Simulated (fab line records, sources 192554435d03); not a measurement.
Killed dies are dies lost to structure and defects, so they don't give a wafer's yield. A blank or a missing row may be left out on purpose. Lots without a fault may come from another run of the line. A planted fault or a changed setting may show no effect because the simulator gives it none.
Problem report in the 8D (eight disciplines) form, filled by code | flow n5_finfet | the parts of the form that need people (team, actions taken, sign-off) are left out

1. THE PROBLEM
bias_w at N5_PASSIVATION_ETCH_15 reads a mean of 66.91 W on 3 wafers of 2 lots; wafers without a fault read 69.98 W with a standard deviation of 0.21. That is -15 standard deviations from the usual mean.
The step: etches SiCN in CF4/N2, target depth 75 nm, time 81.2 s.
First seen on wafer L786.2, day 16 14:14, on rie_diel-05. The record holds 18 wafers of 6 lots with a number at this step. Rule for "out", or "out of limits": more than 4 standard deviations from the usual mean. The other wafers with a number count as sound.

2. WHAT IT IS AND WHAT IT IS NOT
question                    | is                     | is not
which readings at this step | bias_w, rf_vpp_V       | drypump_motor_current_A, n2_flow_sccm, oes_product_au, rf_fwd_power_W, showerhead_plenum_p_Torr, throttle_valve_pct
which lots                  | L786, L788             | L780, L782, L790, L794
which wafers of those lots  | L786.2, L786.5, L788.2 | L786.1, L788.3, L788.5
read on which tools         | rie_diel-05            | rie_diel-06
when                        | from day 16 14:14      | up to then (7 sound wafers); but 8 sound wafers of L788, L790, L794 came after

3. SUSPECTS, AND WHAT RULES EACH OUT
Counting: a tool at a process step up to the reading stays a suspect if it ran every lot that is out. Sound lots after the first of them don't rule it out here, since some wafers of a struck lot are sound.
- rie_diel-05 at N5_PASSIVATION_DESCUM_12 (chemistry O2, time 7.9 s): kept. It ran every lot that is out, first L786 (day 16 13:50); its last sound lot up to then is L780 (day 14 23:26).
- rie_diel-05 at N5_PASSIVATION_PASS_ETCH_74 (etches SiNx in CF4/O2, target depth 220 nm, time 110 s): kept. It ran every lot that is out, first L786 (day 16 13:54); its last sound lot up to then is L780 (day 14 23:30).
- rie_diel-05 at N5_PASSIVATION_VIA_ETCH_13 (etches SiO2 in CHF3/O2, target depth 660 nm, time 330 s): kept. It ran every lot that is out, first L786 (day 16 14:00); its last sound lot up to then is L780 (day 14 23:35).
- rie_diel-05 at N5_PASSIVATION_STRIP_14 (strips in O2): kept. It ran every lot that is out, first L786 (day 16 14:11); its last sound lot up to then is L780 (day 14 23:47).
- rie_diel-05 at N5_PASSIVATION_ETCH_15 (etches SiCN in CF4/N2, target depth 75 nm, time 81.2 s): kept. It ran every lot that is out, first L786 (day 16 14:14); its last sound lot up to then is L780 (day 14 23:50). Its own readings are out on those wafers: bias_w, rf_vpp_V.
- Within rie_diel-05 at N5_PASSIVATION_DESCUM_12: the wafers that are out ran in chamber 1; their sound lot-mates ran in chambers 2, 3.
- Within rie_diel-05 at N5_PASSIVATION_PASS_ETCH_74: the wafers that are out ran in chamber 1; their sound lot-mates ran in chambers 2, 3.
- Within rie_diel-05 at N5_PASSIVATION_VIA_ETCH_13: the wafers that are out ran in chamber 1; their sound lot-mates ran in chambers 2, 3.
- Within rie_diel-05 at N5_PASSIVATION_STRIP_14: the wafers that are out ran in chamber 1; their sound lot-mates ran in chambers 2, 3.
- Within rie_diel-05 at N5_PASSIVATION_ETCH_15: the wafers that are out ran in chamber 1; their sound lot-mates ran in chambers 2, 3.
Left after counting: rie_diel-05 at N5_PASSIVATION_DESCUM_12, rie_diel-05 at N5_PASSIVATION_PASS_ETCH_74, rie_diel-05 at N5_PASSIVATION_VIA_ETCH_13, rie_diel-05 at N5_PASSIVATION_STRIP_14, rie_diel-05 at N5_PASSIVATION_ETCH_15.

4. THE CAUSE (what the simulator had put in)
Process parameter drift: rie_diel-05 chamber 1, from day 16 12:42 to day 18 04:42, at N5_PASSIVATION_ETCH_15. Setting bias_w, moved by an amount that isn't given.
Counting left 5 suspects, and this tool is among them.

5. THE CHAIN OF EFFECTS, in route order
Each row: a reading whose mean over the struck wafers that have a number lies more than 3 standard deviations from the usual. Only readings for which the record gives a usual standard deviation are gone through. hours: the time from each lot's start at the first step in this table that gives one to its start at this step, as a median over the lots. sigmas: the change in usual standard deviations.
hours | step                   | reading  | usual   | on struck wafers | change | sigmas
0     | N5_PASSIVATION_ETCH_15 | bias_w   | 69.98 W | 66.91            | -3.07  | -15
0     | N5_PASSIVATION_ETCH_15 | rf_vpp_V | 382.1 V | 371.5            | -10.6  | -5.3
The process steps in it:
- N5_PASSIVATION_ETCH_15: etches SiCN in CF4/N2, target depth 75 nm, time 81.2 s.

6. WHAT WOULD HAVE CAUGHT IT SOONER
In this record the first reading out of limits was taken at day 16 14:14, 2 hours after the fault began at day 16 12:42.
